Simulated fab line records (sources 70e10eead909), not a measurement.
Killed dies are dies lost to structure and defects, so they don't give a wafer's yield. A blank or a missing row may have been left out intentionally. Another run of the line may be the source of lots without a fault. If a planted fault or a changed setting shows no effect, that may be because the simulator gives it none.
Which of the tools did it?	flow nand-harc	72 wafers from 24 lots sampled at 6 of the route's 1159 steps

## WHAT THE GAUGES READ, wafer by wafer
NHARC_P_GATE_INSPECT_68.
lot	measured	on	raw-defect-count
L074	day 5 05:10	defect-inspect-01	294 155 212
L076	day 5 20:45	defect-inspect-01	202 195 224
L075	day 5 20:25	defect-inspect-01	151 116 141
L077	day 6 08:54	defect-inspect-01	283 166 126
L078	day 6 11:48	defect-inspect-01	229 203 211
L079	day 6 11:08	defect-inspect-02	401 232 253
L080	day 6 23:41	defect-inspect-01	177 147 180
L081	day 7 07:49	defect-inspect-01	273 251 315
L082	day 7 08:52	defect-inspect-02	272 413 306
L083	day 7 19:19	defect-inspect-01	197 120 122
L084	day 7 23:28	defect-inspect-01	261 238 221
L085	day 8 16:48	defect-inspect-02	171 172 197
L087	day 8 15:52	defect-inspect-01	247 322 381
L086	day 8 16:31	defect-inspect-01	183 98 116
L088	day 9 05:31	defect-inspect-02	134 147 157
L089	day 9 03:12	defect-inspect-01	198 249 297
L090	day 9 11:01	defect-inspect-01	215 160 141
L091	day 9 09:52	defect-inspect-01	150 151 155
L092	day 9 22:48	defect-inspect-01	212 163 199
L093	day 10 15:37	defect-inspect-01	296 344 454
L094	day 10 14:25	defect-inspect-02	202 189 105
L095	day 10 18:52	defect-inspect-01	145 240 198
L096	day 10 23:26	defect-inspect-02	256 176 162
L097	day 10 23:53	defect-inspect-02	152 114 206

## TOOL THAT RAN EACH LOT (tool first, then ch and the chambers of the sampled wafers, then the start)
lot	NHARC_P_STI_DESCUM_14	NHARC_P_GATE_DEP_103	NHARC_P_GATE_ETCH_32	NHARC_P_GATE_DESCUM_48	NHARC_P_GATE_STRIP_76
L074	rie-diel-09 ch 0,2,3, day 2 07:41	pecvd-01 ch 0,1,2, day 4 09:26	rie-si-01 ch 1,2, day 4 10:40	rie-diel-08 ch 1,2, day 4 22:16	plasma-asher-02 ch 0,1, day 5 01:11
L076	rie-diel-09 ch 0,2, day 2 19:32	pecvd-01 ch 1,2, day 5 01:07	rie-si-05 ch 0,3, day 5 02:26	rie-diel-08 ch 1,2, day 5 13:58	plasma-asher-02 ch 0,1, day 5 16:29
L075	rie-diel-12 ch 0,2, day 2 19:41	pecvd-04 ch 1,2, day 5 00:40	rie-si-01 ch 2,3, day 5 02:23	rie-diel-07 ch 0,3, day 5 13:44	plasma-asher-02 ch 0,1, day 5 16:04
L077	rie-diel-09 ch 0,1, day 3 05:11	pecvd-04 ch 0,1,2, day 5 13:32	rie-si-05 ch 0,1,2, day 5 14:53	rie-diel-08 ch 0,1, day 6 02:32	plasma-asher-02 ch 0,1, day 6 04:50
L078	rie-diel-09 ch 2,3, day 3 12:14	pecvd-01 ch 0,1,2, day 5 16:05	rie-si-05 ch 2,3, day 5 17:39	rie-diel-13 ch 0,3, day 6 05:01	plasma-asher-01 ch 0,1, day 6 07:23
L079	rie-diel-05 ch 1,3, day 3 17:24	pecvd-02 ch 0,1,2, day 5 15:41	rie-si-04 ch 0,1,3, day 5 16:54	rie-diel-13 ch 0,2, day 6 04:25	plasma-asher-02 ch 1, day 6 06:50
L080	rie-diel-05 ch 0,3, day 4 00:45	pecvd-02 ch 0,1,2, day 6 03:43	rie-si-05 ch 0,1,3, day 6 05:36	rie-diel-13 ch 0,2,3, day 6 17:16	plasma-asher-02 ch 0,1, day 6 19:41
L081	rie-diel-12 ch 2,3, day 4 08:41	pecvd-01 ch 0,1,2, day 6 11:26	rie-si-04 ch 0,2, day 6 13:23	rie-diel-13 ch 2,3, day 7 01:13	plasma-asher-01 ch 1, day 7 03:32
L082	rie-diel-05 ch 0,1,2, day 4 08:51	pecvd-02 ch 0,1,2, day 6 11:30	rie-si-04 ch 1,2, day 6 14:38	rie-diel-13 ch 0,1,3, day 7 02:06	plasma-asher-01 ch 0,1, day 7 04:31
L083	rie-diel-09 ch 1,2, day 4 17:17	pecvd-02 ch 0,1,2, day 6 23:32	rie-si-04 ch 0,2,3, day 7 01:02	rie-diel-07 ch 1,2, day 7 12:34	plasma-asher-01 ch 0,1, day 7 15:02
L084	rie-diel-09 ch 1,2, day 4 23:07	pecvd-04 ch 0,1, day 7 03:53	rie-si-01 ch 0,1,3, day 7 05:08	rie-diel-07 ch 0,1,2, day 7 16:37	plasma-asher-01 ch 0,1, day 7 19:02
L085	rie-diel-09 ch 1,2, day 5 05:23	pecvd-04 ch 0,2, day 7 21:20	rie-si-04 ch 1,2, day 7 22:44	rie-diel-07 ch 0,1,3, day 8 10:08	plasma-asher-01 ch 1, day 8 12:31
L087	rie-diel-05 ch 0,3, day 5 13:17	pecvd-04 ch 0,1,2, day 7 20:41	rie-si-01 ch 0,3, day 7 21:56	rie-diel-13 ch 1,2, day 8 09:28	plasma-asher-02 ch 0,1, day 8 11:51
L086	rie-diel-12 ch 0,1,2, day 5 13:25	pecvd-01 ch 0,2, day 7 20:43	rie-si-05 ch 0,1,3, day 7 22:07	rie-diel-13 ch 0,1, day 8 09:38	plasma-asher-02 ch 0,1, day 8 12:11
L088	rie-diel-12 ch 0,2,3, day 6 02:01	pecvd-02 ch 0,1, day 8 07:41	rie-si-05 ch 1,2, day 8 09:31	rie-diel-08 ch 0,1, day 8 23:05	plasma-asher-02 ch 0,1, day 9 01:37
L089	rie-diel-12 ch 0,3, day 6 05:22	pecvd-04 ch 0,1, day 8 07:42	rie-si-01 ch 1,3, day 8 09:13	rie-diel-13 ch 1,2,3, day 8 20:41	plasma-asher-01 ch 0,1, day 8 23:11
L090	rie-diel-12 ch 1,3, day 6 11:21	pecvd-01 ch 1,2, day 8 15:32	rie-si-04 ch 0,1,3, day 8 16:52	rie-diel-08 ch 0,3, day 9 04:07	plasma-asher-01 ch 0,1, day 9 06:46
L091	rie-diel-09 ch 0,1,3, day 6 17:13	pecvd-01 ch 0,1, day 8 14:47	rie-si-01 ch 0,1,2, day 8 16:01	rie-diel-07 ch 1,2, day 9 03:32	plasma-asher-02 ch 0,1, day 9 05:50
L092	rie-diel-05 ch 0,2,3, day 7 00:32	pecvd-01 ch 0,1,2, day 9 03:47	rie-si-05 ch 0,3, day 9 05:10	rie-diel-13 ch 1,3, day 9 16:31	plasma-asher-01 ch 0,1, day 9 18:49
L093	rie-diel-09 ch 0,2, day 7 08:43	pecvd-02 ch 0,2, day 9 18:35	rie-si-01 ch 1,3, day 9 19:56	rie-diel-08 ch 1,2,3, day 10 09:20	plasma-asher-01 ch 0,1, day 10 11:37
L094	rie-diel-12 ch 0,3, day 7 08:46	pecvd-01 ch 0,1, day 9 19:15	rie-si-05 ch 1,2,3, day 9 20:27	rie-diel-08 ch 0,1,3, day 10 07:58	plasma-asher-01 ch 0,1, day 10 10:24
L095	rie-diel-05 ch 1,2,3, day 7 17:37	pecvd-04 ch 0,1, day 9 23:38	rie-si-05 ch 0,2,3, day 10 01:01	rie-diel-08 ch 0,2, day 10 12:30	plasma-asher-02 ch 0,1, day 10 14:53
L096	rie-diel-12 ch 0,3, day 7 23:04	pecvd-04 ch 0,1,2, day 10 03:57	rie-si-01 ch 0,1,2, day 10 05:19	rie-diel-08 ch 0,2,3, day 10 17:08	plasma-asher-02 ch 0,1, day 10 19:23
L097	rie-diel-05 ch 0,1,3, day 8 05:07	pecvd-02 ch 0,1, day 10 03:58	rie-si-05 ch 1,3, day 10 05:26	rie-diel-13 ch 1,2, day 10 17:17	plasma-asher-01 ch 0,1, day 10 19:41
- NHARC_P_STI_DESCUM_14: chemistry O2, time 3 s.
- NHARC_P_GATE_DEP_103: deposits SiON, target thk 30 nm.
- NHARC_P_GATE_ETCH_32: etches the open film in HBr/Cl2, target depth 150 nm, time 100.1 s.
- NHARC_P_GATE_DESCUM_48: chemistry O2, time 3 s.
- NHARC_P_GATE_STRIP_76: strips in O2.

## AS READ BY THE TOOLS THEMSELVES (means over the sampled wafers that have a number; for cases with no such wafer, the mark the record gives instead)
NHARC_P_STI_DESCUM_14.
lot	tool	drypump-motor-current-A (A)	mfc-ar-sccm (sccm)	oes-product-au (a.u.)	rf-vpp-V (V)	showerhead-plenum-p-Torr (Torr)	throttle-valve-pct (%)
L074	rie-diel-09	5.5	0.007	0.994	58.6	1.95	11.306
L076	rie-diel-09	5.6	0.015	0.995	57.8	1.87	11.311
L075	rie-diel-12	5.2	0.000	0.997	57.8	2.00	11.299
L077	rie-diel-09	5.7	0.000	0.991	57.3	1.87	11.308
L078	rie-diel-09	5.9	0.015	0.993	57.9	1.88	11.313
L079	rie-diel-05	6.4	0.003	1.008	57.8	2.01	11.314
L080	rie-diel-05	5.6	0.023	0.988	57.8	1.98	11.317
L081	rie-diel-12	5.2	0.001	0.994	58.0	1.98	11.313
L082	rie-diel-05	5.8	0.013	1.002	58.5	1.98	11.310
L083	rie-diel-09	6.0	0.015	1.003	56.9	1.80	11.312
L084	rie-diel-09	6.0	0.015	1.006	57.1	1.80	11.308
L085	rie-diel-09	6.0	0.015	1.000	56.4	1.80	11.319
L087	rie-diel-05	5.6	0.023	0.989	57.3	1.98	11.311
L086	rie-diel-12	5.6	0.000	0.987	58.0	2.02	11.314
L088	rie-diel-12	5.3	0.001	0.984	57.9	2.00	11.305
L089	rie-diel-12	5.3	0.001	0.982	58.4	2.03	11.314
L090	rie-diel-12	5.6	0.002	0.972	58.0	2.00	11.318
L091	rie-diel-09	5.6	0.000	0.994	57.2	1.95	11.305
L092	rie-diel-05	5.5	0.011	0.997	57.9	1.93	11.310
L093	rie-diel-09	5.7	0.015	1.007	57.1	1.87	11.306
L094	rie-diel-12	5.4	0.001	0.989	59.0	2.03	11.311
L095	rie-diel-05	5.9	0.001	1.000	57.8	1.95	11.313
L096	rie-diel-12	5.3	0.002	0.978	58.6	2.00	11.314
L097	rie-diel-05	6.0	0.013	0.999	57.5	1.99	11.308

NHARC_P_GATE_DEP_103.
lot	tool	heater-power-w (W)
L074	pecvd-01	659
L076	pecvd-01	575
L075	pecvd-04	765
L077	pecvd-04	703
L078	pecvd-01	697
L079	pecvd-02	770
L080	pecvd-02	711
L081	pecvd-01	646
L082	pecvd-02	684
L083	pecvd-02	704
L084	pecvd-04	577
L085	pecvd-04	725
L087	pecvd-04	687
L086	pecvd-01	700
L088	pecvd-02	758
L089	pecvd-04	689
L090	pecvd-01	733
L091	pecvd-01	756
L092	pecvd-01	706
L093	pecvd-02	705
L094	pecvd-01	749
L095	pecvd-04	638
L096	pecvd-04	768
L097	pecvd-02	739

NHARC_P_GATE_ETCH_32.
lot	tool	drypump-motor-current-A (A)	oes-product-au (a.u.)	throttle-valve-pct (%)
L074	rie-si-01	5.4	0.997	26.412
L076	rie-si-05	5.8	0.978	26.407
L075	rie-si-01	5.5	0.988	26.397
L077	rie-si-05	5.8	0.990	26.410
L078	rie-si-05	5.2	0.992	26.403
L079	rie-si-04	6.4	1.000	26.407
L080	rie-si-05	5.7	0.998	26.405
L081	rie-si-04	5.9	1.002	26.410
L082	rie-si-04	6.0	1.005	26.410
L083	rie-si-04	5.7	1.002	26.402
L084	rie-si-01	5.8	1.002	26.409
L085	rie-si-04	6.0	1.003	26.406
L087	rie-si-01	6.0	1.009	26.409
L086	rie-si-05	5.7	0.994	26.405
L088	rie-si-05	5.8	0.999	26.408
L089	rie-si-01	5.7	0.984	26.409
L090	rie-si-04	6.4	0.998	26.405
L091	rie-si-01	5.7	1.008	26.403
L092	rie-si-05	5.4	0.990	26.398
L093	rie-si-01	5.7	0.984	26.409
L094	rie-si-05	5.5	0.998	26.410
L095	rie-si-05	5.6	0.985	26.399
L096	rie-si-01	5.7	1.006	26.423
L097	rie-si-05	5.3	0.997	26.408

NHARC_P_GATE_DESCUM_48.
lot	tool	drypump-motor-current-A (A)	mfc-ar-sccm (sccm)	oes-product-au (a.u.)	rf-vpp-V (V)	showerhead-plenum-p-Torr (Torr)	throttle-valve-pct (%)
L074	rie-diel-08	5.4	0.006	1.012	58.4	1.94	11.319
L076	rie-diel-08	5.6	0.003	0.999	58.3	1.93	11.312
L075	rie-diel-07	5.6	0.010	1.017	59.1	1.99	11.311
L077	rie-diel-08	5.8	0.007	0.996	57.5	1.94	11.315
L078	rie-diel-13	5.6	0.000	1.005	58.2	1.80	11.311
L079	rie-diel-13	5.6	0.005	0.982	57.9	1.86	11.306
L080	rie-diel-13	5.6	0.002	0.993	57.8	1.83	11.310
L081	rie-diel-13	5.4	0.002	0.985	57.3	1.83	11.311
L082	rie-diel-13	5.8	0.000	1.001	57.0	1.83	11.302
L083	rie-diel-07	6.2	0.016	0.992	56.8	1.83	11.315
L084	rie-diel-07	5.8	0.009	1.001	57.8	1.92	11.314
L085	rie-diel-07	5.6	0.006	1.000	59.1	1.98	11.307
L087	rie-diel-13	5.6	0.005	0.998	57.2	1.91	11.308
L086	rie-diel-13	6.0	0.000	1.003	57.3	1.83	11.308
L088	rie-diel-08	5.8	0.015	0.979	57.3	1.94	11.312
L089	rie-diel-13	5.6	0.002	0.993	58.4	1.87	11.313
L090	rie-diel-08	5.5	0.007	1.003	58.4	2.02	11.316
L091	rie-diel-07	6.2	0.016	0.991	57.9	1.82	11.312
L092	rie-diel-13	5.7	0.000	1.001	57.0	1.83	11.308
L093	rie-diel-08	5.4	0.003	0.998	57.6	1.97	11.308
L094	rie-diel-08	5.7	0.007	0.992	57.8	1.97	11.314
L095	rie-diel-08	5.3	0.013	1.003	58.0	1.94	11.312
L096	rie-diel-08	5.4	0.010	1.006	57.9	1.98	11.316
L097	rie-diel-13	5.8	0.002	0.999	56.9	1.91	11.315

NHARC_P_GATE_STRIP_76.
lot	tool	drypump-motor-current-A (A)	heater-power-w (W)
L074	plasma-asher-02	5.4	339
L076	plasma-asher-02	5.4	347
L075	plasma-asher-02	5.4	350
L077	plasma-asher-02	5.4	345
L078	plasma-asher-01	6.0	374
L079	plasma-asher-02	5.4	349
L080	plasma-asher-02	5.4	340
L081	plasma-asher-01	6.1	317
L082	plasma-asher-01	6.0	377
L083	plasma-asher-01	6.0	344
L084	plasma-asher-01	6.0	353
L085	plasma-asher-01	6.1	321
L087	plasma-asher-02	5.4	345
L086	plasma-asher-02	5.3	345
L088	plasma-asher-02	5.3	343
L089	plasma-asher-01	6.0	372
L090	plasma-asher-01	6.0	378
L091	plasma-asher-02	5.4	355
L092	plasma-asher-01	6.0	344
L093	plasma-asher-01	6.0	373
L094	plasma-asher-01	6.0	376
L095	plasma-asher-02	5.3	336
L096	plasma-asher-02	5.3	346
L097	plasma-asher-01	6.0	372

## THE ANSWER, worked out from the rows above alone
Rule: usual is defined by the lots themselves. The widest of any qualifying gaps counts: lots, ordered by their means at a reading, are off when they make up no more than a third of the lots, leave a main group of 4 or more, and stand apart from it by 3 or more times the standard deviation of that group's means. A main group is skipped when, at the precision printed for the reading in the tables above, its means are all equal. A lot without any number at a reading at which 4 lots or more have one is off too. All remaining lots with rows at the step are treated as sound. After the gauges, taken in route order, come the tools' own readings; for these a lot's mean is taken, as printed above. The first step at which some lot is off is used, and at that step the reading that is off furthest; a lot without a number counts as furthest.
Across all readings shown, no lot is off: no conclusion can be drawn from this.

## WHAT HAD BEEN PUT IN BY THE SIMULATOR
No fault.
